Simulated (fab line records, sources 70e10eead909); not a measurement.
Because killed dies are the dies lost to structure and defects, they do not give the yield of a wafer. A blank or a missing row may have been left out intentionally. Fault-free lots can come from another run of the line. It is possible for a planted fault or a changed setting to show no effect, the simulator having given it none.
Which tool is to blame? / flow nand-harc / 24 lots with 72 wafers sampled at 5 steps, on a route of 1302 steps

## WHAT THE GAUGES SHOWED, per wafer
NHARC_A_ONON_D2_THK_MEAS_14: measures by ellipsometry. Usual: 998 nm for thk-nm, sd 11.
lot=L075; measured=day 13 07:35; on=film-metro-01; thk-nm (nm)=996 997 995; flag=
lot=L074; measured=day 13 07:37; on=film-metro-02; thk-nm (nm)=985 985 985; flag=
lot=L076; measured=day 13 09:06; on=film-metro-02; thk-nm (nm)=1011 1011 1009; flag=
lot=L077; measured=day 13 08:52; on=film-metro-01; thk-nm (nm)=990 991 992; flag=
lot=L078; measured=day 14 02:58; on=film-metro-01; thk-nm (nm)=998 998 998; flag=
lot=L080; measured=day 14 15:15; on=film-metro-02; thk-nm (nm)=1003 1003 1001; flag=
lot=L079; measured=day 14 15:15; on=film-metro-01; thk-nm (nm)=1014 1014 1014; flag=
lot=L081; measured=day 15 10:03; on=film-metro-02; thk-nm (nm)=996 994 995; flag=
lot=L082; measured=day 15 13:29; on=film-metro-02; thk-nm (nm)=1016 1014 1015; flag=
lot=L083; measured=day 16 06:39; on=film-metro-02; thk-nm (nm)=984 985 984; flag=
lot=L084; measured=day 16 10:38; on=film-metro-02; thk-nm (nm)=1006 1007 1006; flag=
lot=L086; measured=day 16 23:06; on=film-metro-01; thk-nm (nm)=980 981 980; flag=
lot=L085; measured=day 16 23:05; on=film-metro-01; thk-nm (nm)=999 998 999; flag=
lot=L087; measured=day 17 14:40; on=film-metro-01; thk-nm (nm)=1015 1019 1019; flag=
lot=L088; measured=day 18 09:48; on=film-metro-01; thk-nm (nm)=989 989 991; flag=
lot=L089; measured=day 18 09:47; on=film-metro-02; thk-nm (nm)=1010 1008 1010; flag=
lot=L090; measured=day 19 01:43; on=film-metro-01; thk-nm (nm)=999 1002 1000; flag=
lot=L091; measured=day 19 14:05; on=film-metro-02; thk-nm (nm)=1010 1011 1012; flag=
lot=L092; measured=day 19 22:47; on=film-metro-01; thk-nm (nm)=1000 1000 1001; flag=
lot=L093; measured=day 19 22:38; on=film-metro-02; thk-nm (nm)=981 983 981; flag=
lot=L095; measured=day 21 04:04; on=film-metro-02; thk-nm (nm)=1002 1003 1003; flag=
lot=L094; measured=day 21 04:04; on=film-metro-01; thk-nm (nm)=991 992 992; flag=
lot=L096; measured=day 21 15:17; on=film-metro-02; thk-nm (nm)=1002 1002 1002; flag=
lot=L097; measured=day 22 01:19; on=film-metro-02; thk-nm (nm)=975 973 974; flag=

NHARC_A_ONON_D2_THK_MEAS_27: measures by ellipsometry. Usual: 997 nm for thk-nm, sd 8.4.
lot=L075; measured=day 13 17:23; on=film-metro-02; thk-nm (nm)=996 996 996; flag=
lot=L074; measured=day 13 17:10; on=film-metro-02; thk-nm (nm)=1003 1002 1002; flag=
lot=L076; measured=day 13 17:02; on=film-metro-02; thk-nm (nm)=991 988 990; flag=
lot=L077; measured=day 13 17:02; on=film-metro-01; thk-nm (nm)=1005 1004 1003; flag=
lot=L078; measured=day 14 12:21; on=film-metro-02; thk-nm (nm)=1011 1011 1010; flag=
lot=L080; measured=day 15 00:54; on=film-metro-02; thk-nm (nm)=993 993 992; flag=
lot=L079; measured=day 15 00:53; on=film-metro-01; thk-nm (nm)=996 997 997; flag=
lot=L081; measured=day 15 19:07; on=film-metro-02; thk-nm (nm)=992 993 994; flag=
lot=L082; measured=day 15 22:33; on=film-metro-01; thk-nm (nm)=984 985 985; flag=
lot=L083; measured=day 16 16:04; on=film-metro-01; thk-nm (nm)=985 984 983; flag=
lot=L084; measured=day 16 20:03; on=film-metro-01; thk-nm (nm)=1006 1006 1006; flag=
lot=L086; measured=day 17 09:47; on=film-metro-01; thk-nm (nm)=1006 1009 1010; flag=
lot=L085; measured=day 17 09:44; on=film-metro-02; thk-nm (nm)=998 996 996; flag=
lot=L087; measured=day 17 23:44; on=film-metro-02; thk-nm (nm)=1003 1004 1006; flag=
lot=L088; measured=day 18 19:13; on=film-metro-01; thk-nm (nm)=1002 1003 1002; flag=
lot=L089; measured=day 18 19:13; on=film-metro-01; thk-nm (nm)=1004 1004 1003; flag=
lot=L090; measured=day 19 11:11; on=film-metro-01; thk-nm (nm)=984 984 983; flag=
lot=L091; measured=day 19 23:34; on=film-metro-02; thk-nm (nm)=1008 1005 1006; flag=
lot=L092; measured=day 20 07:44; on=film-metro-01; thk-nm (nm)=993 993 994; flag=
lot=L093; measured=day 20 07:43; on=film-metro-02; thk-nm (nm)=985 983 984; flag=
lot=L095; measured=day 21 13:57; on=film-metro-01; thk-nm (nm)=990 992 989; flag=
lot=L094; measured=day 21 13:46; on=film-metro-01; thk-nm (nm)=1004 1004 1003; flag=
lot=L096; measured=day 22 02:05; on=film-metro-02; thk-nm (nm)=999 1000 997; flag=
lot=L097; measured=day 22 10:17; on=film-metro-02; thk-nm (nm)=985 985 984; flag=

NHARC_A_CHANNEL_HOLE_D2_CD_MEAS_10: the cd target is 100 nm. Usual: 100.1 nm for cd-nm, sd 0.47.
lot=L075; measured=day 14 04:56; on=cd-sem-02; cd-nm (nm)=99.7 100.5 100.2; flag=
lot=L074; measured=day 14 03:55; on=cd-sem-01; cd-nm (nm)=100.4 100.1 100.4; flag=
lot=L076; measured=day 14 01:47; on=cd-sem-03; cd-nm (nm)=100.0 100.4 99.8; flag=
lot=L077; measured=day 14 03:01; on=cd-sem-02; cd-nm (nm)=99.8 99.7 99.8; flag=
lot=L078; measured=day 14 16:10; on=cd-sem-01; cd-nm (nm)=100.2 99.9 100.3; flag=
lot=L080; measured=day 15 04:47; on=cd-sem-01; cd-nm (nm)=99.8 100.2 100.8; flag=
lot=L079; measured=day 15 04:38; on=cd-sem-02; cd-nm (nm)=100.4 100.5 100.7; flag=
lot=L081; measured=day 15 23:25; on=cd-sem-02; cd-nm (nm)=99.9 100.4 99.9; flag=
lot=L082; measured=day 16 04:16; on=cd-sem-02; cd-nm (nm)=101.6 100.4 100.4; flag=
lot=L083; measured=day 16 20:25; on=cd-sem-02; cd-nm (nm)=99.8 99.9 99.6; flag=
lot=L084; measured=day 17 06:53; on=cd-sem-03; cd-nm (nm)=100.1 99.7 99.9; flag=
lot=L086; measured=day 17 13:39; on=cd-sem-01; cd-nm (nm)=101.0 100.2 99.7; flag=
lot=L085; measured=day 17 13:26; on=cd-sem-02; cd-nm (nm)=99.3 99.4 99.2; flag=
lot=L087; measured=day 18 04:58; on=cd-sem-01; cd-nm (nm)=100.2 100.9 99.4; flag=
lot=L088; measured=day 18 23:46; on=cd-sem-03; cd-nm (nm)=100.2 100.4 99.9; flag=
lot=L089; measured=day 18 23:02; on=cd-sem-03; cd-nm (nm)=100.4 100.2 100.9; flag=
lot=L090; measured=day 19 18:11; on=cd-sem-02; cd-nm (nm)=100.0 99.5 99.7; flag=
lot=L091; measured=day 20 03:50; on=cd-sem-02; cd-nm (nm)=100.5 100.6 100.4; flag=
lot=L092; measured=day 20 15:49; on=cd-sem-03; cd-nm (nm)=100.0 100.7 100.0; flag=
lot=L093; measured=day 20 15:31; on=cd-sem-03; cd-nm (nm)=100.3 100.2 99.9; flag=
lot=L095; measured=day 21 20:29; on=cd-sem-01; cd-nm (nm)=99.2 99.4 99.9; flag=
lot=L094; measured=day 21 20:08; on=cd-sem-01; cd-nm (nm)=99.6 100.3 99.7; flag=
lot=L096; measured=day 22 05:56; on=cd-sem-02; cd-nm (nm)=99.8 99.6 99.9; flag=
lot=L097; measured=day 22 16:16; on=cd-sem-03; cd-nm (nm)=100.1 100.2 99.8; flag=

## WHAT TOOL EACH LOT RAN ON (gives the tool, then ch and the chambers of the sampled wafers, and finally the start)
lot=L075; NHARC_A_CHANNEL_FILL_D1_STRIP_29=rie-diel-03 ch 0,1,3, day 13 07:35 or earlier; NHARC_A_CHANNEL_HOLE_D2_DEP_00=acl-dep-01 ch 0, day 14 03:14
lot=L074; NHARC_A_CHANNEL_FILL_D1_STRIP_29=rie-diel-13 ch 0,1,2, day 13 07:37 or earlier; NHARC_A_CHANNEL_HOLE_D2_DEP_00=acl-dep-02 ch 0, day 14 00:59
lot=L076; NHARC_A_CHANNEL_FILL_D1_STRIP_29=rie-diel-03 ch 0,1,3, day 13 09:06 or earlier; NHARC_A_CHANNEL_HOLE_D2_DEP_00=acl-dep-02 ch 0, day 13 23:06
lot=L077; NHARC_A_CHANNEL_FILL_D1_STRIP_29=rie-diel-13 ch 0,1, day 11 14:55; NHARC_A_CHANNEL_HOLE_D2_DEP_00=acl-dep-01 ch 0, day 14 00:59
lot=L078; NHARC_A_CHANNEL_FILL_D1_STRIP_29=rie-diel-13 ch 1,2,3, day 14 02:58 or earlier; NHARC_A_CHANNEL_HOLE_D2_DEP_00=acl-dep-03 ch 0, day 14 13:33
lot=L080; NHARC_A_CHANNEL_FILL_D1_STRIP_29=rie-diel-13 ch 1,2, day 14 15:15 or earlier; NHARC_A_CHANNEL_HOLE_D2_DEP_00=acl-dep-02 ch 0, day 15 02:05
lot=L079; NHARC_A_CHANNEL_FILL_D1_STRIP_29=rie-diel-13 ch 0,1,2, day 14 15:15 or earlier; NHARC_A_CHANNEL_HOLE_D2_DEP_00=acl-dep-03 ch 0, day 15 02:43
lot=L081; NHARC_A_CHANNEL_FILL_D1_STRIP_29=rie-diel-03 ch 0,1, day 15 10:03 or earlier; NHARC_A_CHANNEL_HOLE_D2_DEP_00=acl-dep-02 ch 0, day 15 20:52
lot=L082; NHARC_A_CHANNEL_FILL_D1_STRIP_29=rie-diel-02 ch 0,2, day 15 13:29 or earlier; NHARC_A_CHANNEL_HOLE_D2_DEP_00=acl-dep-01 ch 0, day 16 01:37
lot=L083; NHARC_A_CHANNEL_FILL_D1_STRIP_29=rie-diel-13 ch 0,2,3, day 16 06:39 or earlier; NHARC_A_CHANNEL_HOLE_D2_DEP_00=acl-dep-03 ch 0, day 16 17:46
lot=L084; NHARC_A_CHANNEL_FILL_D1_STRIP_29=rie-diel-13 ch 0,1,3, day 16 10:38 or earlier; NHARC_A_CHANNEL_HOLE_D2_DEP_00=acl-dep-01 ch 0, day 17 04:14
lot=L086; NHARC_A_CHANNEL_FILL_D1_STRIP_29=rie-diel-02 ch 0,1,3, day 16 23:06 or earlier; NHARC_A_CHANNEL_HOLE_D2_DEP_00=acl-dep-03 ch 0, day 17 11:18
lot=L085; NHARC_A_CHANNEL_FILL_D1_STRIP_29=rie-diel-13 ch 0,1, day 16 23:05 or earlier; NHARC_A_CHANNEL_HOLE_D2_DEP_00=acl-dep-02 ch 0, day 17 11:32
lot=L087; NHARC_A_CHANNEL_FILL_D1_STRIP_29=rie-diel-13 ch 0,3, day 17 14:40 or earlier; NHARC_A_CHANNEL_HOLE_D2_DEP_00=acl-dep-03 ch 0, day 18 02:57
lot=L088; NHARC_A_CHANNEL_FILL_D1_STRIP_29=rie-diel-03 ch 2,3, day 18 09:48 or earlier; NHARC_A_CHANNEL_HOLE_D2_DEP_00=acl-dep-02 ch 0, day 18 21:25
lot=L089; NHARC_A_CHANNEL_FILL_D1_STRIP_29=rie-diel-13 ch 0,1,2, day 18 09:47 or earlier; NHARC_A_CHANNEL_HOLE_D2_DEP_00=acl-dep-03 ch 0, day 18 20:23
lot=L090; NHARC_A_CHANNEL_FILL_D1_STRIP_29=rie-diel-13 ch 0,1,3, day 19 01:43 or earlier; NHARC_A_CHANNEL_HOLE_D2_DEP_00=acl-dep-01 ch 0, day 19 15:30
lot=L091; NHARC_A_CHANNEL_FILL_D1_STRIP_29=rie-diel-13 ch 1,2,3, day 19 14:05 or earlier; NHARC_A_CHANNEL_HOLE_D2_DEP_00=acl-dep-01 ch 0, day 20 01:28
lot=L092; NHARC_A_CHANNEL_FILL_D1_STRIP_29=rie-diel-13 ch 0,2, day 19 22:47 or earlier; NHARC_A_CHANNEL_HOLE_D2_DEP_00=acl-dep-03 ch 0, day 20 13:09
lot=L093; NHARC_A_CHANNEL_FILL_D1_STRIP_29=rie-diel-13 ch 2,3, day 19 22:38 or earlier; NHARC_A_CHANNEL_HOLE_D2_DEP_00=acl-dep-02 ch 0, day 20 13:49
lot=L095; NHARC_A_CHANNEL_FILL_D1_STRIP_29=rie-diel-13 ch 1,2,3, day 21 04:04 or earlier; NHARC_A_CHANNEL_HOLE_D2_DEP_00=acl-dep-01 ch 0, day 21 17:49
lot=L094; NHARC_A_CHANNEL_FILL_D1_STRIP_29=rie-diel-02 ch 0,1,3, day 21 04:04 or earlier; NHARC_A_CHANNEL_HOLE_D2_DEP_00=acl-dep-02 ch 0, day 21 17:29
lot=L096; NHARC_A_CHANNEL_FILL_D1_STRIP_29=rie-diel-13 ch 1,2, day 21 15:17 or earlier; NHARC_A_CHANNEL_HOLE_D2_DEP_00=acl-dep-03 ch 0, day 22 03:16
lot=L097; NHARC_A_CHANNEL_FILL_D1_STRIP_29=rie-diel-13 ch 0,1,3, day 22 01:19 or earlier; NHARC_A_CHANNEL_HOLE_D2_DEP_00=acl-dep-03 ch 0, day 22 14:14
- NHARC_A_CHANNEL_FILL_D1_STRIP_29: strips in O2, time 20 s.
- NHARC_A_CHANNEL_HOLE_D2_DEP_00: deposits aC, target thk 3100 nm.

## WHAT THE TOOLS THEMSELVES READ (means of the sampled wafers that have a number; where no wafer has one, the mark that the record gives instead)
NHARC_A_CHANNEL_FILL_D1_STRIP_29. Usual: drypump-motor-current-A 5.7 A, standard deviation 0.42; oes-product-au 0.997 a.u., standard deviation 0.011; rf-vpp-V 57.6 V, standard deviation 0.79; showerhead-plenum-p-Torr 3.45 Torr, standard deviation 0.098; throttle-valve-pct 17.037 %, standard deviation 0.0094.
lot=L075; tool=rie-diel-03; drypump-motor-current-A (A)=5.6; oes-product-au (a.u.)=1.009; rf-vpp-V (V)=57.8; showerhead-plenum-p-Torr (Torr)=3.43; throttle-valve-pct (%)=17.041; flag=
lot=L074; tool=rie-diel-13; drypump-motor-current-A (A)=5.7; oes-product-au (a.u.)=0.986; rf-vpp-V (V)=57.3; showerhead-plenum-p-Torr (Torr)=3.39; throttle-valve-pct (%)=17.033; flag=
lot=L076; tool=rie-diel-03; drypump-motor-current-A (A)=5.6; oes-product-au (a.u.)=1.008; rf-vpp-V (V)=58.1; showerhead-plenum-p-Torr (Torr)=3.43; throttle-valve-pct (%)=17.035; flag=
lot=L077; tool=rie-diel-13; drypump-motor-current-A (A)=5.8; oes-product-au (a.u.)=0.994; rf-vpp-V (V)=57.0; showerhead-plenum-p-Torr (Torr)=3.34; throttle-valve-pct (%)=17.037; flag=
lot=L078; tool=rie-diel-13; drypump-motor-current-A (A)=5.7; oes-product-au (a.u.)=0.993; rf-vpp-V (V)=57.2; showerhead-plenum-p-Torr (Torr)=3.47; throttle-valve-pct (%)=17.040; flag=
lot=L080; tool=rie-diel-13; drypump-motor-current-A (A)=6.0; oes-product-au (a.u.)=0.988; rf-vpp-V (V)=57.5; showerhead-plenum-p-Torr (Torr)=3.41; throttle-valve-pct (%)=17.035; flag=
lot=L079; tool=rie-diel-13; drypump-motor-current-A (A)=5.7; oes-product-au (a.u.)=0.986; rf-vpp-V (V)=58.4; showerhead-plenum-p-Torr (Torr)=3.39; throttle-valve-pct (%)=17.038; flag=
lot=L081; tool=rie-diel-03; drypump-motor-current-A (A)=5.6; oes-product-au (a.u.)=0.996; rf-vpp-V (V)=57.5; showerhead-plenum-p-Torr (Torr)=3.37; throttle-valve-pct (%)=17.030; flag=
lot=L082; tool=rie-diel-02; drypump-motor-current-A (A)=6.0; oes-product-au (a.u.)=0.980; rf-vpp-V (V)=57.8; showerhead-plenum-p-Torr (Torr)=3.59; throttle-valve-pct (%)=17.036; flag=
lot=L083; tool=rie-diel-13; drypump-motor-current-A (A)=5.4; oes-product-au (a.u.)=1.001; rf-vpp-V (V)=58.2; showerhead-plenum-p-Torr (Torr)=3.45; throttle-valve-pct (%)=17.027; flag=
lot=L084; tool=rie-diel-13; drypump-motor-current-A (A)=5.8; oes-product-au (a.u.)=1.005; rf-vpp-V (V)=58.2; showerhead-plenum-p-Torr (Torr)=3.42; throttle-valve-pct (%)=17.030; flag=
lot=L086; tool=rie-diel-02; drypump-motor-current-A (A)=5.9; oes-product-au (a.u.)=0.994; rf-vpp-V (V)=58.2; showerhead-plenum-p-Torr (Torr)=3.51; throttle-valve-pct (%)=17.038; flag=
lot=L085; tool=rie-diel-13; drypump-motor-current-A (A)=5.8; oes-product-au (a.u.)=0.998; rf-vpp-V (V)=57.9; showerhead-plenum-p-Torr (Torr)=3.34; throttle-valve-pct (%)=17.039; flag=
lot=L087; tool=rie-diel-13; drypump-motor-current-A (A)=5.6; oes-product-au (a.u.)=0.988; rf-vpp-V (V)=57.9; showerhead-plenum-p-Torr (Torr)=3.49; throttle-valve-pct (%)=17.036; flag=
lot=L088; tool=rie-diel-03; drypump-motor-current-A (A)=5.7; oes-product-au (a.u.)=0.999; rf-vpp-V (V)=56.8; showerhead-plenum-p-Torr (Torr)=3.51; throttle-valve-pct (%)=17.036; flag=
lot=L089; tool=rie-diel-13; drypump-motor-current-A (A)=5.7; oes-product-au (a.u.)=0.990; rf-vpp-V (V)=58.0; showerhead-plenum-p-Torr (Torr)=3.39; throttle-valve-pct (%)=17.042; flag=
lot=L090; tool=rie-diel-13; drypump-motor-current-A (A)=5.8; oes-product-au (a.u.)=0.996; rf-vpp-V (V)=57.1; showerhead-plenum-p-Torr (Torr)=3.42; throttle-valve-pct (%)=17.047; flag=
lot=L091; tool=rie-diel-13; drypump-motor-current-A (A)=5.7; oes-product-au (a.u.)=0.995; rf-vpp-V (V)=57.8; showerhead-plenum-p-Torr (Torr)=3.47; throttle-valve-pct (%)=17.032; flag=
lot=L092; tool=rie-diel-13; drypump-motor-current-A (A)=5.4; oes-product-au (a.u.)=1.006; rf-vpp-V (V)=57.6; showerhead-plenum-p-Torr (Torr)=3.37; throttle-valve-pct (%)=17.039; flag=
lot=L093; tool=rie-diel-13; drypump-motor-current-A (A)=5.3; oes-product-au (a.u.)=0.998; rf-vpp-V (V)=57.8; showerhead-plenum-p-Torr (Torr)=3.50; throttle-valve-pct (%)=17.033; flag=
lot=L095; tool=rie-diel-13; drypump-motor-current-A (A)=5.7; oes-product-au (a.u.)=0.996; rf-vpp-V (V)=57.4; showerhead-plenum-p-Torr (Torr)=3.47; throttle-valve-pct (%)=17.038; flag=
lot=L094; tool=rie-diel-02; drypump-motor-current-A (A)=5.9; oes-product-au (a.u.)=0.994; rf-vpp-V (V)=57.3; showerhead-plenum-p-Torr (Torr)=3.51; throttle-valve-pct (%)=17.037; flag=
lot=L096; tool=rie-diel-13; drypump-motor-current-A (A)=6.0; oes-product-au (a.u.)=1.011; rf-vpp-V (V)=57.7; showerhead-plenum-p-Torr (Torr)=3.40; throttle-valve-pct (%)=17.042; flag=
lot=L097; tool=rie-diel-13; drypump-motor-current-A (A)=5.8; oes-product-au (a.u.)=0.997; rf-vpp-V (V)=57.3; showerhead-plenum-p-Torr (Torr)=3.42; throttle-valve-pct (%)=17.038; flag=

NHARC_A_CHANNEL_HOLE_D2_DEP_00. Usual: 35.000 % for throttle-valve-pct, sd 0.0083.
lot=L075; tool=acl-dep-01; throttle-valve-pct (%)=35.006; flag=
lot=L074; tool=acl-dep-02; throttle-valve-pct (%)=34.996; flag=
lot=L076; tool=acl-dep-02; throttle-valve-pct (%)=35.004; flag=
lot=L077; tool=acl-dep-01; throttle-valve-pct (%)=35.006; flag=
lot=L078; tool=acl-dep-03; throttle-valve-pct (%)=35.001; flag=
lot=L080; tool=acl-dep-02; throttle-valve-pct (%)=35.004; flag=
lot=L079; tool=acl-dep-03; throttle-valve-pct (%)=34.998; flag=
lot=L081; tool=acl-dep-02; throttle-valve-pct (%)=35.002; flag=
lot=L082; tool=acl-dep-01; throttle-valve-pct (%)=34.994; flag=
lot=L083; tool=acl-dep-03; throttle-valve-pct (%)=35.003; flag=
lot=L084; tool=acl-dep-01; throttle-valve-pct (%)=34.994; flag=
lot=L086; tool=acl-dep-03; throttle-valve-pct (%)=34.994; flag=
lot=L085; tool=acl-dep-02; throttle-valve-pct (%)=35.013; flag=
lot=L087; tool=acl-dep-03; throttle-valve-pct (%)=35.004; flag=
lot=L088; tool=acl-dep-02; throttle-valve-pct (%)=34.996; flag=
lot=L089; tool=acl-dep-03; throttle-valve-pct (%)=34.999; flag=
lot=L090; tool=acl-dep-01; throttle-valve-pct (%)=35.000; flag=
lot=L091; tool=acl-dep-01; throttle-valve-pct (%)=35.003; flag=
lot=L092; tool=acl-dep-03; throttle-valve-pct (%)=35.000; flag=
lot=L093; tool=acl-dep-02; throttle-valve-pct (%)=35.001; flag=
lot=L095; tool=acl-dep-01; throttle-valve-pct (%)=34.999; flag=
lot=L094; tool=acl-dep-02; throttle-valve-pct (%)=35.002; flag=
lot=L096; tool=acl-dep-03; throttle-valve-pct (%)=35.001; flag=
lot=L097; tool=acl-dep-03; throttle-valve-pct (%)=35.000; flag=

## THE ANSWER, worked out from the rows above alone
Rule: take the mean of a lot's wafers that have a number; if it is more than 3 standard deviations from the usual mean, the lot is off. Also off: a lot with no number at a reading for which 4 or more lots have one. The other lots that the step has rows for count as sound. First the gauges in route order, then the tools' own readings, where a lot's mean is used as printed above. At the first step where some lot is off, the reading lying furthest off is the one used; lots without a number count as furthest.
No lot is off on any of the readings shown, so nothing can be concluded from this.

## WHAT WAS PUT IN BY THE SIMULATOR
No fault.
